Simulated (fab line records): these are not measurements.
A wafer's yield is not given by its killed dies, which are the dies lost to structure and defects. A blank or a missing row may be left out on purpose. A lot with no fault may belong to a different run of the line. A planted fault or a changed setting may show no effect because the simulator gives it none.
Which tool is to blame? | flow nand_harc | 6 lots (18 wafers sampled), 1 step of a 1302-step route

## WHAT THE GAUGES SHOWED, per wafer
NHARC_A_ONON_D2_THK_MEAS_18: measures by ellipsometry.
lot  | measured     | on            | thk_nm (nm)
L145 | day 14 10:06 | film_metro-02 | 999 999 998
L142 | day 15 19:40 | film_metro-02 | 1014 1012 1010
L157 | day 19 02:14 | film_metro-02 | 985 985 985
L158 | day 19 20:33 | film_metro-02 | 1006 1006 1005
L161 | day 21 11:39 | film_metro-02 | 1000 1002 1001
L164 | day 22 03:15 | film_metro-01 | 982 981 980

## TOOL THAT RAN EACH LOT (tool first, then ch and the chambers of the sampled wafers, then the start)
The record holds no process step before these readings.

## THE ANSWER, worked out from the rows above alone
Rule: what is usual is taken from the lots themselves. Put in order of their means at a reading, lots are off if they are a third of the lots or fewer, leave a main group of 4 or more, and stand apart from it by a gap of 3 or more times the standard deviation of the main group's means; of several such gaps the widest counts. A main group whose means are all the same, to the digits that the tables above print for the reading, isn't used. A lot without any number at a reading at which 4 lots or more have one is off too. All remaining lots with rows at the step are treated as sound.
No lot is off on any of the readings shown, so nothing can be concluded from this.

## WHAT WAS PUT IN BY THE SIMULATOR
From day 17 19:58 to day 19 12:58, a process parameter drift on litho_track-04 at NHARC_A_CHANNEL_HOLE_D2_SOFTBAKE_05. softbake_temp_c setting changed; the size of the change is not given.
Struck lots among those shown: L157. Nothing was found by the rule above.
